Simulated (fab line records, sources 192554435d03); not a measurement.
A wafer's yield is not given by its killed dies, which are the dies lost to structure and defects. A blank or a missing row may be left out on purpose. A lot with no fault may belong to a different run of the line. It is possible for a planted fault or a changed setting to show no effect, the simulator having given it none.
fab line records    flow n5Finfet
[record] lots = 12  wafers = 35  lastDay = 17
route steps=1938 shown SDB@374 HKMG_FIN@386 PASSIVATION@1936
lots that met no fault: taken from a fault-free run of the same line
startH: the number of hours between the record's first day and the start of the first shown wafer of the lot    waitH: hours elapsed since this lot's preceding step    " the same as in the row above    L1.1+2: several wafers, shown together as one row    - value missing, or start not given    * or withheld: withheld    < > ~ a bound
route shown NAME@n: a module of which the file shows steps, and the number in the route of the first    usual: mean and standard deviation over wafers with no fault    same: alike in all rows    chamber/n: place in a boat    sites: the reading at each site    _std_site: their standard deviation    _edge_site: mean of outer sites minus mean of inner sites    radiusMm: how far each site lies from the wafer's centre    mask NAME#n: copy n    behind: the most recent tool/chamber to have shaped the wafer    hold: why the lot was held/for how many hours/how that ended    device: the n, p or np transistor that did not switch    end of line: the route-end tests of the same wafers    step lacking rows: just its recipe    killed: count of dies lost to structure and defects at first sort (not the wafer's yield)    map: a wafer's dies, marking killed ones x, the rest . and places with no die _
set.NAME: setting as actually run; set.NAME@STEP: the setting as run at that earlier step    model.NAME: the simulator's own value behind a step, which no gauge read
steps of the route over a sample of lots; a table a step, a row a wafer
services: the hour from which a tool's chamber was out of use, counted from the record's first day as startH (under 0 if before that day), plus the number of hours and why
[[steps]]
[step N5_SDB_CMP_30]
[recipe] stopOn = poly-Si  tOverpolishS = 1.54  postCmpClean = alkalineBrush  downForcePsi = 4.1491  platenRpm = 51.796  padVelocityMS = 1.0306  targetThkNm = 30
[usual] motorCurrentA = 11.8/0.92  overpolishRunS = 1.541/0.0091  timeToEndpointS = 16.7/2.5
lot.wafer  tool    chamber  startH  waitH  motorCurrentA  overpolishRunS  timeToEndpointS
L528.2     cmp-04  3        76.79   1.4    11.2           1.555           14.2
L528.3     "       0        "       "      13.4           1.531           17.1
L528.6     "       3        "       "      10.8           1.525           14.7
L531.4     cmp-04  1        90.70   0.0    11.7           1.550           13.4
L531.2     "       0        "       "      12.6           1.541           17.0
L531.6     "       1        "       "      11.5           1.548           16.0
L532.2     cmp-01  0        99.60   1.4    10.8           1.547           15.3
L532.1     "       2        "       "      10.8           1.557           17.3
L532.4     "       3        "       "      12.6           1.539           15.3
L534.1     cmp-04  0        111.26  1.4    13.4           1.545           19.1
L534.3     "       2        "       "      12.4           1.542           18.0
L534.6     "       3        "       "      11.9           1.543           16.4
L535.2     cmp-03  0        120.75  1.5    12.8           1.540           17.2
L535.3     "       1        "       "      12.3           1.526           17.7
L535.6     "       2        "       "      12.4           1.526           17.5
L536.3     cmp-04  2        127.91  1.4    12.2           1.537           18.8
L536.4     "       3        "       "      10.6           1.550           20.5
L536.5     "       3        "       "      10.5           1.535           21.3
L537.4     cmp-04  3        130.17  1.4    11.3           1.547           15.2
L537.2     "       0        "       "      13.2           1.533           17.4
L537.1     "       1        "       "      11.9           1.546           12.1
L539.3     cmp-04  1        141.16  1.5    11.2           1.535           14.5
L539.2     "       2        "       "      12.4           1.553           14.8
L540.4     cmp-04  2        151.45  1.5    12.3           1.539           13.6
L540.5     "       0        "       "      12.8           1.525           14.5
L540.6     "       1        "       "      11.4           1.538           13.4
L547.4     cmp-04  2        190.79  1.5    12.1           1.535           15.1
L547.5     "       0        "       "      12.5           1.548           17.9
L547.6     "       1        "       "      11.5           1.530           13.8
L548.3     cmp-04  0        197.59  1.5    12.9           1.540           14.2
L548.2     "       1        "       "      11.1           1.535           13.1
L548.5     "       2        "       "      12.5           1.544           16.1
L549.3     cmp-03  3        204.41  1.4    11.2           1.528           19.4
L549.1     "       0        "       "      12.1           1.527           16.5
L549.2     "       1        "       "      12.0           1.544           19.5
[step N5_HKMG_FIN_HK_ALD_01]
[recipe] material = HfO2  targetThkA = 16  tempC = withheld  aldPrecursorFamily = HfCl4  aldCoReactant = H2O  pulseTimeS = 3  purgeTimeS = 3  coReactantPurgeTimeS = 2.5  coReactantPulseTimeS = 0.3  aldCycles = 30
[usual] precursorPulseHeightRel = 0.999/0.018
lot.wafer  tool      chamber  startH  waitH  precursorPulseHeightRel  sinceWetCleanH
L528.2     aldHk-01  2        77.78   0.0    0.964                    1854
L528.3     "         1        "       "      0.976                    1854
L528.6     "         3        "       "      1.002                    -
L531.2     aldHk-03  3        91.61   0.0    1.004                    972
L531.4     "         0        "       "      0.982                    972
L531.6     "         2        "       "      0.990                    -
L532.1     aldHk-03  2        100.80  0.0    0.983                    981
L532.2     "         1        "       "      0.982                    981
L532.4     "         3        "       "      0.974                    981
L534.1     aldHk-03  2        112.20  0.0    1.013                    992
L534.3     "         3        "       "      1.003                    992
L534.6     "         2        "       "      1.018                    -
L535.2     aldHk-03  2        121.70  0.0    1.001                    1002
L535.3     "         3        "       "      0.985                    1002
L535.6     "         3        "       "      1.019                    -
L536.3     aldHk-03  2        128.82  0.0    0.995                    1009
L536.4     "         1        "       "      1.017                    1009
L536.5     "         1        "       "      1.029                    -
L537.1     aldHk-02  0        131.04  0.0    1.000                    101
L537.2     "         2        "       "      0.985                    101
L537.4     "         3        "       "      1.014                    101
L539.2     aldHk-01  1        142.10  0.0    1.037                    1918
L539.3     "         2        "       "      0.967                    1918
L540.4     aldHk-01  0        152.29  0.0    1.007                    1928
L540.5     "         3        "       "      1.002                    -
L540.6     "         2        "       "      0.984                    -
L547.4     aldHk-01  3        191.71  0.0    0.986                    1968
L547.5     "         3        "       "      1.012                    -
L547.6     "         2        "       "      1.024                    -
L548.2     aldHk-01  0        198.57  0.0    1.043                    1975
L548.3     "         1        "       "      1.009                    1975
L548.5     "         0        "       "      0.977                    -
L549.1     aldHk-01  1        205.31  0.0    0.976                    1981
L549.2     "         3        "       "      1.008                    1981
L549.3     "         0        "       "      0.993                    1981
[step N5_HKMG_FIN_HK_ANNEAL_02]
[recipe] tempC = 700  timeS = 30  ambient = N2  idleTempC = 600  rampUpCPerS = 150  rampDownCPerS = 60  coolToC = 600
[usual] lampPowerPct = 8.80/0.053  lamp_zone_3_pct = 8.797/0.012  wafer_temp_C_max = 703.0/0.75
lot.wafer  tool          chamber  startH  waitH  lampPowerPct  lamp_zone_3_pct  wafer_temp_C_max
L528.2     rtpAnneal-02  0        78.00   0.1    8.78          8.813            704.1
L528.3     "             0        "       "      8.81          8.782            703.2
L528.6     "             0        "       "      8.78          8.810            702.9
L531.2     rtpAnneal-02  0        91.82   0.1    8.74          8.803            702.9
L531.4     "             0        "       "      8.74          8.818            702.6
L531.6     "             0        "       "      8.89          8.784            702.7
L532.1     rtpAnneal-01  0        100.98  0.1    8.79          8.791            703.4
L532.2     "             0        "       "      8.88          8.787            702.2
L532.4     "             0        "       "      8.77          8.796            702.8
L534.1     rtpAnneal-02  0        112.38  0.1    8.76          8.800            702.9
L534.3     "             0        "       "      8.84          8.780            704.1
L534.6     "             0        "       "      8.81          8.797            702.9
L535.2     rtpAnneal-01  0        122.05  0.3    8.90          8.836            702.7
L535.3     "             0        "       "      8.75          8.773            703.3
L535.6     "             0        "       "      8.81          8.807            702.8
L536.3     rtpAnneal-01  0        129.12  0.2    8.74          8.777            702.8
L536.4     "             0        "       "      8.69          8.819            704.2
L536.5     "             0        "       "      8.80          8.793            702.4
L537.1     rtpAnneal-01  0        131.23  0.1    8.73          8.788            703.0
L537.2     "             0        "       "      8.87          8.794            703.3
L537.4     "             0        "       "      8.87          8.792            702.3
L539.2     rtpAnneal-01  0        142.36  0.2    8.89          8.798            704.3
L539.3     "             0        "       "      8.84          8.787            703.5
L540.4     rtpAnneal-02  0        152.58  0.2    8.83          8.796            703.4
L540.5     "             0        "       "      8.84          8.797            703.8
L540.6     "             0        "       "      8.75          8.781            705.1
L547.4     rtpAnneal-01  0        191.99  0.2    8.73          8.803            702.7
L547.5     "             0        "       "      8.73          8.784            703.0
L547.6     "             0        "       "      8.85          8.815            704.3
L548.2     rtpAnneal-02  0        198.78  0.1    8.69          8.792            702.8
L548.3     "             0        "       "      8.77          8.784            702.6
L548.5     "             0        "       "      8.72          8.783            703.7
L549.1     rtpAnneal-01  0        205.54  0.2    8.83          8.806            705.6
L549.2     "             0        "       "      8.71          8.793            704.5
L549.3     "             0        "       "      8.86          8.794            702.7
[step N5_HKMG_FIN_ALD_75]
[recipe] material = Al2O3  targetThkA = 10  tempC = 150  aldPrecursorFamily = TMA  aldCoReactant = H2O  pulseTimeS = withheld  coReactantPulseTimeS = 1
[usual] heaterPowerW = 164/21  precursorPulseHeightRel = 0.997/0.02
lot.wafer  tool      chamber  startH  waitH  heaterPowerW  precursorPulseHeightRel
L528.2     aldHk-02  0        78.26   0.0    180           1.012
L528.3     "         1        "       "      134           0.982
L528.6     "         2        "       "      169           0.984
L531.2     aldHk-01  1        92.08   0.0    156           0.993
L531.4     "         0        "       "      190           0.981
L531.6     "         0        "       "      194           0.971
L532.1     aldHk-01  2        101.28  0.0    147           0.987
L532.2     "         3        "       "      181           0.995
L532.4     "         0        "       "      194           1.021
L534.1     aldHk-01  2        112.67  0.0    146           1.020
L534.3     "         3        "       "      181           1.010
L534.6     "         3        "       "      179           0.957
L535.2     aldHk-01  2        122.31  0.0    145           0.967
L535.3     "         0        "       "      192           0.974
L535.6     "         0        "       "      189           1.010
L536.3     aldHk-03  0        129.35  0.0    178           1.039
L536.4     "         1        "       "      183           1.011
L536.5     "         0        "       "      177           0.974
L537.1     aldHk-03  2        131.52  0.0    169           1.024
L537.2     "         0        "       "      174           1.007
L537.4     "         3        "       "      127           1.013
L539.2     aldHk-02  0        142.63  0.0    186           1.015
L539.3     "         3        "       "      139           0.982
L540.4     aldHk-02  1        152.78  0.0    134           0.993
L540.5     "         0        "       "      186           0.987
L540.6     "         1        "       "      133           1.024
L547.4     aldHk-02  3        192.19  0.0    144           1.016
L547.5     "         1        "       "      138           0.997
L547.6     "         0        "       "      180           0.968
L548.2     aldHk-02  3        199.05  0.0    140           0.989
L548.3     "         0        "       "      189           0.993
L548.5     "         2        "       "      171           0.993
L549.1     aldHk-02  3        205.83  0.0    145           1.015
L549.2     "         2        "       "      170           0.987
L549.3     "         1        "       "      138           0.992
[step N5_HKMG_FIN_INSPECT_61]
[recipe] mode = adi  inspectInstrument = macro
[usual] rawDefectCount = 2.0/1.4
lot.wafer  tool              chamber  startH  waitH  rawDefectCount
L528.2     defectInspect-02  -        78.78   0.0    3
L528.3     "                 -        "       "      1
L528.6     "                 -        "       "      3
L531.2     defectInspect-01  -        92.61   0.0    0
L531.4     "                 -        "       "      3
L531.6     "                 -        "       "      0
L532.1     defectInspect-02  -        101.80  0.0    3
L532.2     "                 -        "       "      2
L532.4     "                 -        "       "      3
L534.1     defectInspect-02  -        113.07  0.0    1
L534.3     "                 -        "       "      2
L534.6     "                 -        "       "      4
L535.2     defectInspect-02  -        122.71  0.0    0
L535.3     "                 -        "       "      2
L535.6     "                 -        "       "      1
L536.3     defectInspect-02  -        129.75  0.0    1
L536.4     "                 -        "       "      4
L536.5     "                 -        "       "      3
L537.1     defectInspect-01  -        132.04  0.0    3
L537.2     "                 -        "       "      4
L537.4     "                 -        "       "      1
L539.2     defectInspect-02  -        143.15  0.0    4
L539.3     "                 -        "       "      2
L540.4     defectInspect-02  -        153.30  0.0    3
L540.5     "                 -        "       "      1
L540.6     "                 -        "       "      1
L547.4     defectInspect-02  -        192.58  0.0    >300
L547.5     "                 -        "       "      >300
L547.6     "                 -        "       "      >300
L548.2     defectInspect-01  -        199.57  0.0    >300
L548.3     "                 -        "       "      >300
L548.5     "                 -        "       "      >300
L549.1     defectInspect-01  -        206.36  0.0    >300
L549.2     "                 -        "       "      >300
L549.3     "                 -        "       "      >300
[step N5_PASSIVATION_PROBE_49]
[usual] killed_at_M0_to_M3 = 33/9.1  killed_at_M4_up = 14/5.6  killedAtContacts = 13/5.7  killedAtFrontEnd = 42/12  killedAtOther = 4/3  killedDies = 105/16  killedOnRim = 13/4  killedOpen = 69/11  killedShort = 34/7.5
[same] grossDies = 1180  killedAtBackSide = 0
lot.wafer  tool       chamber  startH  waitH  killed_at_M0_to_M3  killed_at_M4_up  killedAtContacts  killedAtFrontEnd  killedAtOther  killedDies  killedOnRim  killedOpen  killedShort
L535.2     prober-02  -        309.78  0.1    36                  10               15                28                2              91          13           65          26
L535.3     prober-02  -        309.83  0.1    41                  13               16                53                1              124         8            72          51
L535.6     prober-02  -        309.98  0.3    45                  3                13                41                4              106         18           63          42
L534.1     prober-01  -        311.01  0.2    37                  12               11                30                1              91          14           64          25
L534.3     prober-01  -        311.11  0.3    26                  8                11                39                0              84          7            51          33
L534.6     prober-01  -        311.26  0.4    32                  10               8                 68                5              123         15           80          43
L537.1     prober-01  -        323.05  0.0    22                  9                16                29                12             88          10           56          32
L537.2     prober-01  -        323.10  0.1    16                  12               8                 32                3              71          10           40          30
L537.4     prober-01  -        323.20  0.2    24                  10               8                 49                4              95          9            59          33
L547.4     prober-01  -        382.69  0.2    22                  19               7                 146               2              196         10           53          39
L547.5     prober-01  -        382.74  0.2    28                  16               10                162               0              216         12           58          41
L547.6     prober-01  -        382.79  0.3    42                  14               13                148               1              218         18           67          35
L548.2     prober-02  -        390.10  0.1    27                  18               6                 144               2              197         24           59          36
L548.3     prober-02  -        390.15  0.1    38                  6                9                 124               1              178         23           47          36
L548.5     prober-02  -        390.25  0.2    37                  11               8                 154               4              214         13           63          42
L549.1     prober-02  -        411.58  0.0    37                  14               13                126               11             201         31           72          40
L549.2     prober-02  -        411.63  0.1    41                  23               13                148               4              229         15           93          30
L549.3     prober-02  -        411.68  0.1    27                  12               11                147               5              202         12           64          25
// killed by level:class
L535.2 MOL_CONTACT_COAG:geometricParticle:open=11 FIN_SAQP:geometricParticle:open=8 BEOL_M2:geometricParticle:open=7 STI_FIN_REVEAL:geometricParticle:open=6 BEOL_M1:geometricParticle:open=6 BEOL_M0_SAQP:geometricParticle:short=6 BEOL_M0_SAQP:geometricParticle:open=5 BEOL_M3:geometricParticle:open=5
L535.3 STI_FIN_REVEAL:geometricParticle:open=10 FIN_SAQP:geometricParticle:short=9 BEOL_M1:geometricParticle:open=9 MOL_CONTACT_COAG:geometricParticle:open=9 FIN_SAQP:geometricParticle:open=7 MOL_CONTACT_COAG:geometricParticle:short=7 DUMMY_GATE:geometricParticle:open=6 BEOL_M1:geometricParticle:short=6
L535.6 FIN_SAQP:geometricParticle:short=13 FIN_SAQP:geometricParticle:open=11 BEOL_M1:geometricParticle:open=11 BEOL_M0_SAQP:geometricParticle:short=10 BEOL_M3:geometricParticle:open=10 MOL_CONTACT_COAG:geometricParticle:open=9 BEOL_M0_SAQP:geometricParticle:open=4 BEOL_M2:geometricParticle:short=4
L534.1 BEOL_M0_SAQP:geometricParticle:open=13 MOL_CONTACT_COAG:geometricParticle:open=9 STI_FIN_REVEAL:geometricParticle:open=8 BEOL_M0_SAQP:geometricParticle:short=8 FIN_SAQP:geometricParticle:open=5 DUMMY_GATE:geometricParticle:open=4 BEOL_M1:geometricParticle:open=4 BEOL_M2:geometricParticle:open=4
L534.3 FIN_SAQP:geometricParticle:short=9 BEOL_M0_SAQP:geometricParticle:open=8 STI_FIN_REVEAL:geometricParticle:open=6 MOL_CONTACT_COAG:geometricParticle:open=6 FIN_SAQP:geometricParticle:open=5 MOL_CONTACT_COAG:geometricParticle:short=5 BEOL_M1:geometricParticle:open=5 STARTING-WAFER:geometricParticle:short=5
L534.6 STI_FIN_REVEAL:geometricParticle:open=26 FIN_SAQP:geometricParticle:short=10 BEOL_M0_SAQP:geometricParticle:short=10 BEOL_M0_SAQP:geometricParticle:open=10 FIN_SAQP:geometricParticle:open=8 MOL_CONTACT_COAG:geometricParticle:open=6 STI_FIN_REVEAL:geometricParticle:short=5 DUMMY_GATE:geometricParticle:open=5
L537.1 MOL_CONTACT_COAG:geometricParticle:open=14 FIN_SAQP:geometricParticle:short=9 STI_FIN_REVEAL:geometricParticle:open=9 GATE_CUT:geometricParticle:short=5 BEOL_M2:geometricParticle:open=5 BEOL_M3:geometricParticle:open=5 PASS1_DEP:geometricParticle:open=5 PASS1_DEP:geometricParticle:short=5
L537.2 FIN_SAQP:geometricParticle:short=9 MOL_CONTACT_COAG:geometricParticle:open=6 BEOL_M4:geometricParticle:open=6 GATE_CUT:geometricParticle:short=4 BEOL_M0_SAQP:geometricParticle:short=4 BEOL_M2:geometricParticle:open=4 FIN_SAQP:geometricParticle:open=3 BEOL_M0_SAQP:geometricParticle:open=3
L537.4 STI_FIN_REVEAL:geometricParticle:open=14 FIN_SAQP:geometricParticle:short=12 BEOL_M3:geometricParticle:open=8 MOL_CONTACT_COAG:geometricParticle:open=7 GATE_CUT:geometricParticle:short=5 BEOL_M2:geometricParticle:open=5 BEOL_M4:geometricParticle:open=5 FIN_SAQP:geometricParticle:open=4
L547.4 HKMG_FIN:unspecified=103 STI_FIN_REVEAL:geometricParticle:open=10 BEOL_M4:geometricParticle:open=9 FIN_SAQP:geometricParticle:short=8 BEOL_M3:geometricParticle:open=7 MOL_CONTACT_COAG:geometricParticle:open=6 FIN_SAQP:geometricParticle:open=5 ILD0:geometricParticle:short=5
L547.5 HKMG_FIN:unspecified=114 FIN_SAQP:geometricParticle:short=9 STI_FIN_REVEAL:geometricParticle:open=7 BEOL_M4:geometricParticle:short=7 MOL_CONTACT_COAG:geometricParticle:open=7 STARTING-WAFER:geometricParticle:open=7 BEOL_M0_SAQP:geometricParticle:short=6 GATE_CUT:geometricParticle:short=6
L547.6 HKMG_FIN:unspecified=111 BEOL_M0_SAQP:geometricParticle:open=12 STI_FIN_REVEAL:geometricParticle:open=11 MOL_CONTACT_COAG:geometricParticle:open=11 BEOL_M0_SAQP:geometricParticle:short=10 GATE_CUT:geometricParticle:short=5 BEOL_M3:geometricParticle:open=5 FIN_SAQP:geometricParticle:open=4
L548.2 HKMG_FIN:unspecified=102 BEOL_M1:geometricParticle:open=12 GATE_CUT:geometricParticle:short=10 BEOL_M4:geometricParticle:open=8 BEOL_M2:geometricParticle:open=7 GATE_CUT:geometricParticle:open=5 STI_FIN_REVEAL:geometricParticle:open=5 STI_FIN_REVEAL:geometricParticle:short=5
L548.3 HKMG_FIN:unspecified=94 BEOL_M0_SAQP:geometricParticle:open=9 BEOL_M0_SAQP:geometricParticle:short=9 BEOL_M1:geometricParticle:open=8 FIN_SAQP:geometricParticle:short=5 MOL_CONTACT_COAG:geometricParticle:open=4 MOL_CONTACT_COAG:geometricParticle:short=4 BEOL_M3:geometricParticle:open=4
L548.5 HKMG_FIN:unspecified=108 FIN_SAQP:geometricParticle:short=9 BEOL_M0_SAQP:geometricParticle:short=8 MOL_CONTACT_COAG:geometricParticle:open=8 BEOL_M3:geometricParticle:open=8 FIN_SAQP:geometricParticle:open=6 ILD0:geometricParticle:open=5 GATE_CUT:geometricParticle:open=5
L549.1 HKMG_FIN:unspecified=87 STI_FIN_REVEAL:geometricParticle:open=15 BEOL_M1:geometricParticle:open=13 BEOL_M0_SAQP:geometricParticle:short=11 MOL_CONTACT_COAG:geometricParticle:open=10 MIM_TOP_ETCH:geometricParticle:short=7 FIN_SAQP:geometricParticle:short=6 BEOL_M4:geometricParticle:open=6
L549.2 HKMG_FIN:unspecified=106 STI_FIN_REVEAL:geometricParticle:open=22 BEOL_M0_SAQP:geometricParticle:open=16 BEOL_M4:geometricParticle:open=13 MOL_CONTACT_COAG:geometricParticle:open=9 BEOL_M3:geometricParticle:open=8 BEOL_M0_SAQP:geometricParticle:short=6 FIN_SAQP:geometricParticle:short=4
L549.3 HKMG_FIN:unspecified=112 STI_FIN_REVEAL:geometricParticle:open=13 BEOL_M0_SAQP:geometricParticle:open=8 MOL_CONTACT_COAG:geometricParticle:open=7 BEOL_M4:geometricParticle:open=6 BEOL_M0_SAQP:geometricParticle:short=6 BEOL_M1:geometricParticle:open=6 BEOL_M2:geometricParticle:open=5
[[services]]
tool      chamber  startH  hours  kind
cmp-04    -        54.43   -      consumableReplace:conditioner
cmp-04    -        54.43   -      consumableReplace:pad
cmp-01    -        81.12   1.2    repair
aldHk-01  -        90.05   1.8    repair
cmp-03    -        90.09   2.3    repair
cmp-04    -        128.42  0.5    repair
aldHk-03  -        129.57  0.6    repair
cmp-03    -        152.68  4.0    pm
cmp-03    -        156.68  -      consumableReplace:conditioner
cmp-03    -        156.68  -      consumableReplace:pad
cmp-01    -        165.80  0.3    repair
cmp-01    -        182.22  4.0    pm
cmp-01    -        186.22  -      consumableReplace:conditioner
cmp-01    -        186.22  -      consumableReplace:pad
cmp-01    -        186.22  4.1    pm
cmp-03    -        192.87  3.3    repair
[[key]]
[firstSign] step = N5_HKMG_FIN_INSPECT_61  reading = rawDefectCount  direction = up  sigmas = 99+  usual = 2.0  struck = >300
[effect] step = N5_PASSIVATION_PROBE_49  reading = killedAtFrontEnd  direction = up  sigmas = 8.4  usual = 42  struck = 144
[moreKillsBornAt] N5_HKMG_FIN_HK_ALD_01@aldHk-01 = 937
metAt N5_HKMG_FIN_HK_ALD_01
struckLots L547,L548,L549
testerLeftOut L547,L548,L549
notActingAt N5_SDB_CMP_30,N5_HKMG_FIN_HK_ANNEAL_02,N5_HKMG_FIN_ALD_75
onsetBetween 152.29 191.71
alsoFits time
[fault] kind = chamberParticleSource  tool = aldHk-01  chamber = -  onsetH = 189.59  steps = N5_HKMG_FIN_HK_ALD_01  ratePerVisitCm2 = 0.55653  endH = 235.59
// testerLeftOut: of these lots the tester's yield and bins aren't shown, on N5 and GAA mostly nor the transistor test; their killed dies are dies lost to structure and defects alone, not to doping, threshold or leakage, so they don't give the yield
